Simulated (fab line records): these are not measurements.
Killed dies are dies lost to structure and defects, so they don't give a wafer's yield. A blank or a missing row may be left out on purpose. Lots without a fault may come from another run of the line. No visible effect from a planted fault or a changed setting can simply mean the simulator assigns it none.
What tool caused it? + flow nand_harc + 6 lots, 17 wafers sampled, at 4 steps of a route of 1302

## WHAT EACH GAUGE READ, for each wafer
NHARC_END_SORT_01.
| lot  | measured     | on        | killed_at_other |
|------|--------------|-----------|-----------------|
| L616 | day 24 23:17 | prober-01 | 0 0 0           |
| L619 | day 26 08:05 | prober-02 | 1 1 1           |
| L621 | day 27 22:50 | prober-01 | 0 3             |
| L630 | day 31 10:19 | prober-02 | 1 1 0           |
| L633 | day 33 19:03 | prober-02 | 0 0 0           |
| L636 | day 34 13:50 | prober-01 | 1 1 2           |

## EACH LOT AND THE TOOL THAT RAN IT (in order: tool; ch and the chambers of the sampled wafers; start)
| lot  | NHARC_P_M1_ETCH_28                            | NHARC_P_M1_ECD_22              | NHARC_P_M1_CMP_23             |
|------|-----------------------------------------------|--------------------------------|-------------------------------|
| L616 | rie_diel-13 ch 0,1,3, day 7 16:16 or earlier  | ecd_cu-02 ch 0,1, day 7 16:16  | cmp-03 ch 1,2,3, day 7 17:00  |
| L619 | rie_diel-13 ch 1,2,3, day 8 21:53 or earlier  | ecd_cu-01 ch 0,1, day 8 21:53  | cmp-04 ch 0,1,2, day 8 22:39  |
| L621 | rie_diel-10 ch 0,1, day 9 17:59 or earlier    | ecd_cu-01 ch 0,1, day 9 17:59  | cmp-01 ch 0,2, day 9 18:46    |
| L630 | rie_diel-10 ch 0,1,2, day 13 09:14 or earlier | ecd_cu-01 ch 0,1, day 13 09:14 | cmp-04 ch 0,2,3, day 13 09:57 |
| L633 | rie_diel-01 ch 0,2,3, day 14 21:05 or earlier | ecd_cu-02 ch 0,1, day 14 21:05 | cmp-04 ch 1,2,3, day 14 21:47 |
| L636 | rie_diel-10 ch 0,2, day 16 00:25 or earlier   | ecd_cu-01 ch 0,1, day 16 00:25 | cmp-04 ch 2,3, day 16 01:02   |
- NHARC_P_M1_ETCH_28: etches the open film in CF4/N2, target depth 30 nm, time 72.99 s.
- NHARC_P_M1_ECD_22: material Cu, target thk 400 nm.
- NHARC_P_M1_CMP_23: polishes, t overpolish 20 s, target thk 157.82 nm.

## THE ANSWER, worked out from the rows above alone
Rule: usual is defined by the lots themselves. Put in order of their means at a reading, lots are off if they are a third of the lots or fewer, leave a main group of 4 or more, and stand apart from it by a gap of 3 or more times the standard deviation of the main group's means; of several such gaps the widest counts. A main group is skipped when, at the precision printed for the reading in the tables above, its means are all equal. A lot without any number at a reading at which 4 lots or more have one is off too. The other lots that the step has rows for count as sound.
No lot is off on any of the readings shown, so nothing can be concluded from this.

## WHAT THE SIMULATOR HAD PUT IN
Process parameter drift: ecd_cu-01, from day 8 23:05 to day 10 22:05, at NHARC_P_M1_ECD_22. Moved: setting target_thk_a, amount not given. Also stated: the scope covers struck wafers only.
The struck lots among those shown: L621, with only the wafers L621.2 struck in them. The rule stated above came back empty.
